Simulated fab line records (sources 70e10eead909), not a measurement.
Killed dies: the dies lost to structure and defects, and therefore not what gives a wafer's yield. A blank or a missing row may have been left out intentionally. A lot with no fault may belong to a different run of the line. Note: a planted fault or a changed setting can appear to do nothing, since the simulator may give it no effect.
fab line records	flow nand-harc
record: lots: 24	wafers: 72	last-day: 34
route steps=1302 shown P_BONDPAD@371 A_START@389 A_SOURCE_PLATE@420 A_CHANNEL_HOLE_D1@450
lots untouched by any fault: they come from a run of this same line in which no faults occurred
start-h: the number of hours between the record's first day and the start of the first shown wafer of the lot	wait-h: hours elapsed since this lot's preceding step	" as in the row above	L1.1+2: one row covering several wafers at once	- no value, or no start given	* or withheld: withheld	< > ~ a bound
route shown NAME@n: names a module that has steps shown in the file, with the first one's number in the route	usual: mean/standard deviation taken from wafers without a fault	same: alike in all rows	chamber/n: place in a boat	sites: the reading at each site	_std_site: the standard deviation of these	_edge_site: inner sites' mean taken away from outer sites' mean	radius-mm: for every site, how far away it sits from the centre of the wafer	mask NAME#n: copy n	behind: tool/chamber where the wafer was last shaped	hold: what put the lot on hold/how long, in hours/how the hold closed	device: names the non-switching transistor (n, p or np)	end of line: the tests these same wafers got at the end of their route	for a step that has no rows: nothing shown but its recipe	killed: count of dies lost to structure and defects at first sort (not the wafer's yield)	map: a wafer's dies, marking killed ones x, the rest . and places with no die _
set.NAME: the setting as run; set.NAME@STEP: as run at that earlier step	model.NAME: the simulator's own value behind a step, which no gauge read
route steps across a sampled set of lots; one table per step, one row per wafer
services: the hour from which a tool's chamber was out of use, counted from the record's first day as start-h (under 0 if before that day), plus the number of hours and why
== steps ==
step: NHARC_P_BONDPAD_STRIP_15
recipe: o2-flow-sccm: 500	ar-flow-sccm: 0	bias-w: 0	chemistry: O2
usual: chamber-pressure-mTorr: 60.00/0.052	drypump-motor-current-A: 6.0/0.59	oes-product-au: 1.003/0.011	rf-vpp-V: 58.0/0.88	showerhead-plenum-p-Torr: 3.59/0.091	throttle-valve-pct: 17.035/0.01
lot.wafer	tool	chamber	start-h	wait-h	chamber-pressure-mTorr	drypump-motor-current-A	oes-product-au	rf-hours-counter-h	rf-vpp-V	showerhead-plenum-p-Torr	throttle-valve-pct
L075.4	rie-diel-07	0	151.53	0.1	59.98	4.9	1.012	2.2	57.8	3.48	17.053
L075.2	"	1	"	"	59.97	6.6	1.001	1.8	57.3	3.51	17.033
L075.3	"	3	"	"	60.07	5.2	0.997	2.3	57.8	3.69	17.031
L076.2	rie-diel-07	0	163.68	0.1	59.95	4.9	1.016	2.5	57.3	3.48	17.033
L076.3	"	3	"	"	60.02	5.2	0.998	2.5	59.0	3.69	17.039
L076.6	"	1	"	"	59.96	6.6	1.013	-	59.1	3.51	17.019
L077.1	rie-diel-10	1	168.43	0.1	60.00	6.4	0.993	4.5	58.6	3.67	17.033
L077.5	"	0	"	"	60.00	6.1	1.006	-	59.2	3.55	17.022
L077.6	"	1	"	"	60.01	6.4	0.995	-	57.9	3.67	17.046
L074.4	rie-diel-07	2	170.91	0.1	59.96	6.2	1.011	1.2	57.6	3.56	17.032
L074.5	"	1	"	"	59.99	6.6	1.012	-	57.2	3.51	17.041
L074.6	"	2	"	"	59.91	6.1	1.001	-	57.0	3.56	17.053
L078.4	rie-diel-10	0	175.48	0.1	60.15	6.1	0.996	4.9	58.7	3.55	17.037
L078.1	"	2	"	"	59.95	6.6	0.993	4.7	59.7	3.76	17.013
L078.6	"	0	"	"	59.98	6.1	0.988	-	58.5	3.55	17.045
L079.1	rie-diel-13	3	183.28	0.1	60.01	6.1	1.004	0.2	56.7	3.62	17.030
L079.4	"	0	"	"	60.15	6.5	0.995	0.2	58.6	3.55	17.043
L079.5	"	3	"	"	60.00	6.1	0.989	-	59.1	3.62	17.028
L080.4	rie-diel-13	1	195.66	0.1	60.07	5.6	1.005	0.6	57.4	3.65	17.055
L080.6	"	3	"	"	60.07	6.1	1.009	-	57.8	3.62	17.029
L080.5	"	0	"	"	60.00	6.5	1.006	-	58.4	3.55	17.029
L081.4	rie-diel-10	3	205.27	0.1	59.92	5.1	0.990	7.5	58.1	3.45	17.040
L081.3	"	0	"	"	60.00	6.1	0.980	7.6	57.1	3.55	17.036
L081.6	"	2	"	"	59.97	6.7	0.994	-	60.2	3.75	17.040
L082.4	rie-diel-13	2	219.15	0.1	60.03	5.5	0.996	1.0	57.1	3.63	17.039
L082.2	"	3	"	"	60.01	6.1	0.998	1.1	59.3	3.62	17.021
L082.5	"	2	"	"	60.05	5.5	1.003	-	57.3	3.63	17.045
L083.2	rie-diel-13	3	223.95	0.1	59.90	6.1	0.999	1.2	58.2	3.62	17.048
L083.6	"	2	"	"	59.99	5.5	1.013	-	58.5	3.63	17.024
L083.5	"	3	"	"	60.05	6.1	0.995	-	58.8	3.62	17.032
L085.3	rie-diel-07	1	244.65	0.1	60.07	6.6	1.006	4.5	57.3	3.51	17.055
L085.6	"	0	"	"	59.92	4.9	1.029	-	57.7	3.48	17.024
L085.5	"	1	"	"	60.03	6.5	1.007	-	57.9	3.51	17.036
L084.1	rie-diel-07	2	247.45	0.1	60.08	6.1	1.014	3.5	56.5	3.56	17.015
L084.2	"	0	"	"	60.07	4.9	1.018	5.4	57.0	3.48	17.040
L084.5	"	2	"	"	59.92	6.1	1.008	-	56.9	3.56	17.030
L086.1	rie-diel-07	1	255.21	0.1	59.95	6.6	1.015	5.1	58.6	3.51	17.027
L086.6	"	2	"	"	60.03	6.2	1.008	-	58.4	3.56	17.037
L086.4	"	0	"	"	60.02	4.9	1.030	-	56.7	3.48	17.044
L087.2	rie-diel-07	2	285.24	0.1	60.05	6.1	1.011	5.3	59.6	3.56	17.033
L087.6	"	0	"	"	60.06	4.9	1.022	-	58.3	3.48	17.044
L087.5	"	1	"	"	60.11	6.5	1.012	-	58.0	3.51	17.044
L088.1	rie-diel-10	2	286.38	0.1	60.04	6.7	1.009	2.0	58.1	3.75	17.031
L088.2	"	0	"	"	59.98	6.1	0.999	2.2	58.1	3.55	17.024
L088.3	"	1	"	"	60.04	6.5	1.008	2.2	58.2	3.67	17.038
L089.2	rie-diel-10	1	299.28	0.1	60.02	6.5	1.009	2.7	58.6	3.67	17.031
L089.3	"	2	"	"	59.95	6.6	0.999	2.6	60.0	3.75	17.049
L089.4	"	3	"	"	60.04	5.1	0.991	1.2	57.3	3.44	17.027
L090.1	rie-diel-10	1	300.54	0.1	59.97	6.4	1.002	2.8	57.0	3.67	17.025
L090.2	"	3	"	"	60.03	5.1	0.993	1.3	57.8	3.44	17.030
L090.4	"	0	"	"	59.94	6.1	0.986	2.9	57.7	3.55	17.034
L091.4	rie-diel-10	1	306.95	0.1	59.94	6.5	1.014	3.0	57.4	3.67	17.028
L091.3	"	2	"	"	59.91	6.7	1.015	2.8	58.6	3.75	17.025
L091.5	"	3	"	"	60.07	5.1	0.995	-	57.5	3.44	17.016
L093.2	rie-diel-13	2	318.98	0.1	60.03	5.5	1.007	3.8	57.8	3.63	17.026
L093.1	"	3	"	"	60.03	6.1	1.002	4.2	58.8	3.62	17.030
L093.5	"	3	"	"	60.03	6.1	1.014	-	57.8	3.62	17.046
L092.3	rie-diel-10	1	321.71	0.1	59.99	6.5	1.010	3.9	58.5	3.67	17.035
L092.2	"	2	"	"	60.00	6.7	1.011	3.8	59.3	3.75	17.026
L092.5	"	1	"	"	60.03	6.5	1.006	-	58.0	3.67	17.024
L094.4	rie-diel-13	0	332.50	0.1	59.99	6.5	0.990	4.7	56.9	3.54	17.037
L094.3	"	1	"	"	59.98	5.5	0.998	3.9	57.6	3.65	17.053
L094.6	"	0	"	"	60.10	6.5	0.994	-	58.4	3.54	17.045
L095.4	rie-diel-10	1	348.33	0.1	60.04	6.5	1.001	5.0	58.0	3.67	17.030
L095.5	"	1	"	"	59.95	6.5	1.005	-	57.9	3.67	17.045
L095.6	"	2	"	"	59.97	6.7	1.003	-	57.9	3.75	17.042
L096.3	rie-diel-13	1	353.25	0.1	59.95	5.5	0.997	0.2	57.5	3.65	17.032
L096.4	"	0	"	"	59.98	6.4	1.007	0.2	58.4	3.54	17.033
L096.6	"	2	"	"	60.11	5.5	0.993	-	56.9	3.62	17.018
L097.1	rie-diel-10	2	363.64	0.1	60.04	6.7	1.009	5.9	57.7	3.75	17.042
L097.4	"	3	"	"	60.02	5.1	0.992	4.6	57.9	3.44	17.046
L097.6	"	1	"	"	60.06	6.5	1.023	-	58.7	3.66	17.029
step: NHARC_P_BONDPAD_THK_MEAS_20
recipe: thk-meas-gauge: xrf
usual: thk-nm: 160.6/1.4
lot.wafer	tool	chamber	start-h	wait-h	thk-nm
L075.2	film-metro-01	-	153.47	-	162.5
L075.3	"	-	"	"	161.5
L075.4	"	-	"	"	161.2
L076.2	film-metro-02	-	165.63	-	158.6
L076.3	"	-	"	"	158.5
L076.6	"	-	"	"	161.9
L077.1	film-metro-01	-	170.37	-	157.4
L077.5	"	-	"	"	162.0
L077.6	"	-	"	"	159.5
L074.4	film-metro-01	-	172.88	-	159.6
L074.5	"	-	"	"	160.7
L074.6	"	-	"	"	161.6
L078.1	film-metro-02	-	177.44	-	161.5
L078.4	"	-	"	"	160.2
L078.6	"	-	"	"	163.4
L079.1	film-metro-01	-	185.22	-	161.4
L079.4	"	-	"	"	160.9
L079.5	"	-	"	"	161.0
L080.4	film-metro-01	-	197.58	-	161.0
L080.5	"	-	"	"	159.6
L080.6	"	-	"	"	162.4
L081.3	film-metro-01	-	207.19	-	161.2
L081.4	"	-	"	"	158.9
L081.6	"	-	"	"	161.6
L082.2	film-metro-02	-	221.10	-	158.7
L082.4	"	-	"	"	162.5
L082.5	"	-	"	"	159.6
L083.2	film-metro-01	-	225.88	-	161.6
L083.5	"	-	"	"	160.7
L083.6	"	-	"	"	159.0
L085.3	film-metro-01	-	246.60	-	164.0
L085.5	"	-	"	"	162.4
L085.6	"	-	"	"	159.9
L084.1	film-metro-01	-	249.44	-	160.0
L084.2	"	-	"	"	161.5
L084.5	"	-	"	"	160.2
L086.1	film-metro-01	-	257.17	-	160.0
L086.4	"	-	"	"	159.3
L086.6	"	-	"	"	160.1
L087.2	film-metro-01	-	287.21	-	161.7
L087.5	"	-	"	"	162.5
L087.6	"	-	"	"	161.1
L088.1	film-metro-02	-	288.42	-	161.3
L088.2	"	-	"	"	160.4
L088.3	"	-	"	"	159.9
L089.2	film-metro-01	-	301.27	-	160.3
L089.3	"	-	"	"	159.7
L089.4	"	-	"	"	159.0
L090.1	film-metro-01	-	302.50	-	162.2
L090.2	"	-	"	"	160.4
L090.4	"	-	"	"	158.1
L091.3	film-metro-02	-	308.97	-	161.1
L091.4	"	-	"	"	159.0
L091.5	"	-	"	"	161.6
L093.1	film-metro-01	-	320.93	-	161.8
L093.2	"	-	"	"	160.4
L093.5	"	-	"	"	160.6
L092.2	film-metro-02	-	323.68	-	161.2
L092.3	"	-	"	"	160.9
L092.5	"	-	"	"	159.7
L094.3	film-metro-02	-	334.47	-	162.7
L094.4	"	-	"	"	158.1
L094.6	"	-	"	"	163.1
L095.4	film-metro-01	-	350.29	-	161.6
L095.5	"	-	"	"	161.8
L095.6	"	-	"	"	158.2
L096.3	film-metro-02	-	355.24	-	159.0
L096.4	"	-	"	"	161.7
L096.6	"	-	"	"	160.5
L097.1	film-metro-01	-	365.57	-	159.4
L097.4	"	-	"	"	159.5
L097.6	"	-	"	"	159.3
step: NHARC_A_START_INSPECT_01
usual: raw-defect-count: 3.5/1.9
lot.wafer	tool	chamber	start-h	wait-h	raw-defect-count
L075.2	defect-inspect-02	-	154.14	-	4
L075.3	"	-	"	"	2
L075.4	"	-	"	"	1
L076.2	defect-inspect-01	-	166.30	-	7
L076.3	"	-	"	"	2
L076.6	"	-	"	"	4
L077.1	defect-inspect-02	-	171.07	-	8
L077.5	"	-	"	"	4
L077.6	"	-	"	"	6
L074.4	defect-inspect-02	-	173.58	-	0
L074.5	"	-	"	"	4
L074.6	"	-	"	"	3
L078.1	defect-inspect-01	-	178.11	-	4
L078.4	"	-	"	"	4
L078.6	"	-	"	"	2
L079.1	defect-inspect-01	-	185.91	-	7
L079.4	"	-	"	"	2
L079.5	"	-	"	"	2
L080.4	defect-inspect-02	-	198.27	-	4
L080.5	"	-	"	"	3
L080.6	"	-	"	"	4
L081.3	defect-inspect-01	-	207.89	-	1
L081.4	"	-	"	"	6
L081.6	"	-	"	"	4
L082.2	defect-inspect-01	-	221.77	-	3
L082.4	"	-	"	"	3
L082.5	"	-	"	"	3
L083.2	defect-inspect-01	-	226.55	-	3
L083.5	"	-	"	"	3
L083.6	"	-	"	"	7
L085.3	defect-inspect-01	-	247.28	-	3
L085.5	"	-	"	"	4
L085.6	"	-	"	"	3
L084.1	defect-inspect-02	-	250.13	-	5
L084.2	"	-	"	"	3
L084.5	"	-	"	"	3
L086.1	defect-inspect-02	-	257.86	-	2
L086.4	"	-	"	"	5
L086.6	"	-	"	"	5
L087.2	defect-inspect-02	-	287.88	-	9
L087.5	"	-	"	"	1
L087.6	"	-	"	"	5
L088.1	defect-inspect-02	-	289.14	-	1
L088.2	"	-	"	"	5
L088.3	"	-	"	"	7
L089.2	defect-inspect-01	-	301.96	-	7
L089.3	"	-	"	"	1
L089.4	"	-	"	"	6
L090.1	defect-inspect-02	-	303.18	-	3
L090.2	"	-	"	"	5
L090.4	"	-	"	"	5
L091.3	defect-inspect-01	-	309.65	-	0
L091.4	"	-	"	"	8
L091.5	"	-	"	"	9
L093.1	defect-inspect-01	-	321.60	-	2
L093.2	"	-	"	"	4
L093.5	"	-	"	"	2
L092.2	defect-inspect-01	-	324.35	-	4
L092.3	"	-	"	"	2
L092.5	"	-	"	"	2
L094.3	defect-inspect-02	-	335.17	-	2
L094.4	"	-	"	"	4
L094.6	"	-	"	"	4
L095.4	defect-inspect-02	-	350.98	-	4
L095.5	"	-	"	"	3
L095.6	"	-	"	"	7
L096.3	defect-inspect-02	-	355.91	-	2
L096.4	"	-	"	"	2
L096.6	"	-	"	"	4
L097.1	defect-inspect-02	-	366.28	-	2
L097.4	"	-	"	"	3
L097.6	"	-	"	"	7
step: NHARC_A_SOURCE_PLATE_THK_MEAS_06
recipe: thk-meas-gauge: ellipsometry
usual: thk-nm: 200.4/1.9
lot.wafer	tool	chamber	start-h	wait-h	thk-nm
L075.2	film-metro-02	-	176.56	0.4	200.3
L075.3	"	-	"	"	203.6
L075.4	"	-	"	"	204.9
L077.1	film-metro-01	-	191.30	0.4	201.2
L077.5	"	-	"	"	200.8
L077.6	"	-	"	"	201.4
L076.2	film-metro-02	-	191.30	0.4	200.9
L076.3	"	-	"	"	202.5
L076.6	"	-	"	"	200.8
L074.4	film-metro-01	-	191.31	0.4	201.3
L074.5	"	-	"	"	199.9
L074.6	"	-	"	"	198.3
L078.1	film-metro-02	-	200.11	0.4	203.6
L078.4	"	-	"	"	204.2
L078.6	"	-	"	"	199.1
L079.1	film-metro-02	-	210.02	0.4	200.1
L079.4	"	-	"	"	202.3
L079.5	"	-	"	"	200.6
L080.4	film-metro-01	-	220.54	0.4	198.1
L080.5	"	-	"	"	197.0
L080.6	"	-	"	"	201.4
L081.3	film-metro-01	-	232.09	0.4	200.8
L081.4	"	-	"	"	203.1
L081.6	"	-	"	"	200.8
L083.2	film-metro-01	-	246.56	0.4	199.3
L083.5	"	-	"	"	197.4
L083.6	"	-	"	"	198.2
L082.2	film-metro-02	-	246.56	0.4	199.8
L082.4	"	-	"	"	197.8
L082.5	"	-	"	"	198.9
L084.1	film-metro-01	-	270.50	0.4	201.6
L084.2	"	-	"	"	200.8
L084.5	"	-	"	"	200.7
L085.3	film-metro-02	-	270.50	0.4	199.6
L085.5	"	-	"	"	200.6
L085.6	"	-	"	"	200.4
L086.1	film-metro-01	-	279.97	0.4	198.7
L086.4	"	-	"	"	200.8
L086.6	"	-	"	"	199.5
L087.2	film-metro-01	-	311.69	0.4	197.6
L087.5	"	-	"	"	199.9
L087.6	"	-	"	"	200.4
L088.1	film-metro-01	-	311.69	0.4	197.7
L088.2	"	-	"	"	200.1
L088.3	"	-	"	"	200.5
L089.2	film-metro-01	-	324.50	0.4	196.8
L089.3	"	-	"	"	197.7
L089.4	"	-	"	"	198.4
L090.1	film-metro-02	-	324.52	0.4	199.1
L090.2	"	-	"	"	200.1
L090.4	"	-	"	"	201.4
L091.3	film-metro-01	-	338.01	0.4	202.2
L091.4	"	-	"	"	200.8
L091.5	"	-	"	"	200.3
L093.1	film-metro-02	-	343.24	0.4	202.1
L093.2	"	-	"	"	200.9
L093.5	"	-	"	"	201.8
L092.2	film-metro-02	-	347.87	0.4	204.0
L092.3	"	-	"	"	203.0
L092.5	"	-	"	"	200.5
L094.3	film-metro-01	-	357.06	0.4	200.9
L094.4	"	-	"	"	200.9
L094.6	"	-	"	"	200.6
L095.4	film-metro-02	-	373.21	0.4	204.1
L095.5	"	-	"	"	203.0
L095.6	"	-	"	"	202.6
L096.3	film-metro-01	-	380.52	0.4	201.4
L096.4	"	-	"	"	199.9
L096.6	"	-	"	"	199.1
L097.1	film-metro-02	-	389.40	0.4	198.4
L097.4	"	-	"	"	200.6
L097.6	"	-	"	"	197.1
step: NHARC_A_CHANNEL_HOLE_D1_DEP_00
recipe: target-thk-a: 31000	temp-c: 400	material: aC
usual: throttle-valve-pct: 34.999/0.0098
lot.wafer	tool	chamber	start-h	wait-h	throttle-valve-pct
L075.2	acl-dep-03	0	191.65	1.5	34.999
L075.3	"	0	"	"	34.996
L075.4	"	0	"	"	34.997
L077.1	acl-dep-02	0	206.74	2.1	35.001
L077.5	"	0	208.02	3.4	35.029
L077.6	"	0	"	"	35.000
L076.2	acl-dep-03	0	207.20	2.4	34.998
L076.3	"	0	"	"	34.991
L076.6	"	0	"	"	35.004
L074.4	acl-dep-01	0	207.44	2.9	34.997
L074.5	"	0	"	"	35.011
L074.6	"	0	"	"	34.998
L078.1	acl-dep-02	0	217.57	0.1	34.983
L078.4	"	0	"	"	34.999
L078.6	"	0	"	"	34.985
L079.1	acl-dep-02	0	224.60	0.1	34.983
L079.4	"	0	"	"	35.002
L079.5	"	0	"	"	35.018
L080.4	acl-dep-02	0	235.09	1.0	34.992
L080.5	"	0	"	"	35.002
L080.6	"	0	"	"	34.999
L081.3	acl-dep-01	0	254.87	7.6	34.986
L081.4	"	0	"	"	35.004
L081.6	"	0	"	"	34.982
L083.2	acl-dep-02	0	262.27	2.2	35.001
L083.5	"	0	"	"	34.995
L083.6	"	0	"	"	35.010
L082.2	acl-dep-03	0	262.68	2.6	35.009
L082.4	"	0	"	"	35.003
L082.5	"	0	"	"	34.996
L085.3	acl-dep-01	0	287.46	3.2	35.001
L085.5	"	0	"	"	34.984
L085.6	"	0	"	"	35.004
L084.1	acl-dep-02	0	288.11	3.8	35.010
L084.2	"	0	"	"	34.989
L084.5	"	0	"	"	35.009
L086.1	acl-dep-03	0	295.41	0.6	35.013
L086.4	"	0	"	"	34.997
L086.6	"	0	"	"	34.994
L088.1	acl-dep-03	0	325.38	0.1	35.016
L088.2	"	0	"	"	35.004
L088.3	"	0	"	"	34.991
L087.2	acl-dep-02	0	325.76	0.5	35.019
L087.5	"	0	"	"	34.992
L087.6	"	0	"	"	34.993
L090.1	acl-dep-03	0	338.05	0.1	35.008
L090.2	"	0	"	"	34.986
L090.4	"	0	"	"	35.012
L089.2	acl-dep-02	0	338.43	0.4	35.009
L089.3	"	0	"	"	34.994
L089.4	"	0	"	"	35.009
L091.3	acl-dep-03	0	355.51	2.5	35.000
L091.4	"	0	"	"	34.995
L091.5	"	0	"	"	34.993
L093.1	acl-dep-02	0	360.76	4.0	35.003
L093.2	"	0	"	"	34.998
L093.5	"	0	"	"	34.986
L092.2	acl-dep-03	0	363.20	0.8	35.000
L092.3	"	0	"	"	35.002
L092.5	"	0	"	"	35.005
L094.3	acl-dep-02	0	375.63	0.7	34.997
L094.4	"	0	"	"	34.990
L094.6	"	0	"	"	35.007
L095.4	acl-dep-02	0	387.81	1.0	35.001
L095.5	"	0	"	"	34.981
L095.6	"	0	"	"	34.975
L096.3	acl-dep-03	0	397.97	3.7	35.004
L096.4	"	0	"	"	35.004
L096.6	"	0	"	"	34.998
L097.1	acl-dep-03	0	405.43	1.3	35.001
L097.4	"	0	"	"	34.996
L097.6	"	0	"	"	34.997
step: NHARC_A_CHANNEL_HOLE_D1_OVL_MEAS_11
usual: overlay-x-nm: 0.0/0.86	overlay-y-nm: 0.4/0.71
lot.wafer	tool	chamber	start-h	wait-h	overlay-x-nm	overlay-y-nm
L075.2	overlay-01	-	194.03	-	-1.5	0.5
L075.3	"	-	"	"	-1.7	0.5
L075.4	"	-	"	"	-1.4	0.4
L074.4	overlay-02	-	209.24	-	-0.2	-1.0
L074.5	"	-	"	"	-0.7	-1.5
L074.6	"	-	"	"	0.1	-0.7
L077.1	overlay-01	-	209.49	-	0.3	1.6
L077.5	"	-	"	"	0.1	1.6
L077.6	"	-	"	"	-0.2	1.9
L076.2	overlay-02	-	209.65	-	0.2	1.9
L076.3	"	-	"	"	0.5	1.6
L076.6	"	-	"	"	0.4	1.5
L078.1	overlay-02	-	220.45	-	-1.8	1.0
L078.4	"	-	"	"	-1.1	1.1
L078.6	"	-	"	"	-1.5	0.8
L079.1	overlay-02	-	227.21	-	-0.9	0.1
L079.4	"	-	"	"	0.2	0.5
L079.5	"	-	"	"	-0.8	0.3
L080.4	overlay-01	-	236.87	-	-0.9	-0.1
L080.5	"	-	"	"	-0.9	0.2
L080.6	"	-	"	"	-0.7	0.0
L081.3	overlay-01	-	256.96	-	0.0	0.0
L081.4	"	-	"	"	-0.1	-0.1
L081.6	"	-	"	"	-0.1	-0.2
L083.2	overlay-02	-	264.64	-	0.3	-0.8
L083.5	"	-	"	"	0.7	-0.1
L083.6	"	-	"	"	0.6	-0.7
L082.2	overlay-02	-	265.12	-	1.5	0.5
L082.4	"	-	"	"	1.4	0.4
L082.5	"	-	"	"	1.5	0.4
L085.3	overlay-01	-	289.56	-	-0.2	1.0
L085.5	"	-	"	"	-0.1	0.5
L085.6	"	-	"	"	0.3	1.4
L084.1	overlay-02	-	290.70	-	1.2	-1.2
L084.2	"	-	"	"	1.2	-1.1
L084.5	"	-	"	"	1.8	-0.4
L086.1	overlay-02	-	298.03	-	-0.5	-0.1
L086.4	"	-	"	"	0.9	0.0
L086.6	"	-	"	"	0.1	0.3
L088.1	overlay-01	-	328.12	-	-0.8	-0.1
L088.2	"	-	"	"	-1.6	-0.4
L088.3	"	-	"	"	-1.6	-0.7
L087.2	overlay-02	-	328.27	-	1.2	1.2
L087.5	"	-	"	"	1.1	0.9
L087.6	"	-	"	"	1.1	1.2
L090.1	overlay-02	-	340.66	-	0.8	-0.1
L090.2	"	-	"	"	1.1	0.3
L090.4	"	-	"	"	0.7	0.1
L089.2	overlay-01	-	340.86	-	0.7	0.7
L089.3	"	-	"	"	0.5	0.9
L089.4	"	-	"	"	-0.1	0.8
L091.3	overlay-01	-	357.65	-	0.9	0.3
L091.4	"	-	"	"	1.5	1.0
L091.5	"	-	"	"	0.6	0.8
L093.1	overlay-02	-	363.37	-	0.3	0.5
L093.2	"	-	"	"	-0.1	0.7
L093.5	"	-	"	"	-0.1	1.1
L092.2	overlay-02	-	365.50	-	-0.1	0.4
L092.3	"	-	"	"	0.4	0.3
L092.5	"	-	"	"	0.3	0.1
L094.3	overlay-01	-	377.75	-	-0.4	1.0
L094.4	"	-	"	"	-0.1	0.8
L094.6	"	-	"	"	0.0	0.1
L095.4	overlay-01	-	389.58	-	-0.8	-0.2
L095.5	"	-	"	"	-0.4	0.2
L095.6	"	-	"	"	-1.2	-0.5
L096.3	overlay-01	-	400.08	-	0.3	1.0
L096.4	"	-	"	"	0.7	0.6
L096.6	"	-	"	"	-0.2	0.7
L097.1	overlay-02	-	408.10	-	0.7	-0.2
L097.4	"	-	"	"	1.1	0.2
L097.6	"	-	"	"	1.1	-0.3
== services ==
tool	chamber	start-h	hours	kind
rie-diel-10	0	148.01	-	clean
rie-diel-10	1	148.01	-	clean
rie-diel-13	0	153.55	8.5	repair
rie-diel-10	-	157.75	1.0	repair
rie-diel-13	-	165.03	9.0	pm
acl-dep-02	-	167.09	0.4	repair
acl-dep-01	-	186.09	13.0	pm
rie-diel-13	1	219.86	3.0	repair
rie-diel-10	2	221.95	30.9	repair
rie-diel-07	-	230.30	1.5	repair
rie-diel-07	3	237.47	48.7	repair
rie-diel-10	-	242.50	9.0	pm
acl-dep-02	-	244.07	13.0	pm
rie-diel-10	3	261.94	11.0	repair
rie-diel-13	1	284.03	6.1	repair
rie-diel-07	-	289.72	0.4	repair
rie-diel-07	-	294.26	9.0	pm
acl-dep-03	-	300.52	13.0	pm
rie-diel-13	-	342.03	9.0	pm
rie-diel-13	1	359.68	21.7	repair
rie-diel-07	2	360.41	1.5	repair
acl-dep-01	-	367.63	13.0	pm
rie-diel-10	1	372.99	1.4	repair
rie-diel-13	2	400.71	5.0	repair
== key ==
fault none
